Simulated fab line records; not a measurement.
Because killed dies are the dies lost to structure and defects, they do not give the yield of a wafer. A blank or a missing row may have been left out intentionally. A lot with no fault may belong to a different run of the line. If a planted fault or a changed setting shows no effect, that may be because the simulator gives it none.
Chamber matching    flow n5_finfet    N5_BEOL_M0_SAQP_STRIP_86 on rie_diel-03 has 4 sister chambers
The step strips in N2/H2. 14 wafers are shown with their chamber, then 7 later ones without.

## WAFERS PAIRED WITH THEIR CHAMBERS
wafer   chamber  showerhead_plenum_p_Torr (Torr)  drypump_motor_current_A (A)  throttle_valve_pct (%)
L076.2  1        3.31                             5.9                          18.6
L076.3  2        3.33                             6.6                          19.1
L076.4  3        3.46                             6.5                          19.1
L077.2  1        3.31                             5.9                          18.6
L077.5  0        3.37                             5.3                          18.6
L077.6  1        3.31                             5.8                          18.6
L079.3  1        3.30                             5.9                          18.6
L079.4  0        3.37                             5.2                          18.6
L079.6  1        3.30                             5.8                          18.6
L085.1  0        3.36                             5.3                          18.7
L085.2  1        3.30                             5.9                          18.2
L085.6  3        3.45                             6.4                          19.1
L087.2  1        3.30                             5.8                          18.2
L087.3  3        3.45                             6.4                          19.1

SIGNATURES (averages over the wafers above)
reading                   chamber 0  chamber 1  chamber 2  chamber 3  scatter within a chamber
showerhead_plenum_p_Torr  3.3667     3.3043     3.3300     3.4533     0.00552
drypump_motor_current_A   5.267      5.857      6.600      6.433      0.0552
throttle_valve_pct        18.633     18.486     19.100     19.100     0.153
Rule: for a wafer and a chamber, the distance is found by dividing, reading by reading, the gap between the wafer's reading and the chamber's mean by the reading's scatter, squaring, summing and taking the root. If the next closest chamber is less than 2 further off than the closest, the wafer can't be placed; otherwise it belongs to the closest. The scatter: the root of (the sum of the squares of (reading less its chamber's mean) over the shown wafers, divided by (wafers less chambers)).

## WAFERS WITHOUT THEIR CHAMBER
wafer   showerhead_plenum_p_Torr (Torr)  drypump_motor_current_A (A)  throttle_valve_pct (%)
L087.6  3.45                             6.4                          19.1
L092.1  3.36                             5.2                          18.7
L092.3  3.31                             6.6                          19.2
L092.4  3.45                             6.5                          19.1
L095.1  3.29                             5.8                          18.2
L095.2  3.31                             6.6                          19.1
L095.4  3.44                             6.5                          19.2

## WHICH CHAMBER EACH ONE RAN IN
wafer   from the rows above  in truth
L087.6  3                    3
L092.1  0                    0
L092.3  2                    2
L092.4  3                    3
L095.1  1                    1
L095.2  2                    2
L095.4  3                    3
Correctly placed: 7 of 7. Number that these rows cannot place: 0. 0 placed wrongly.
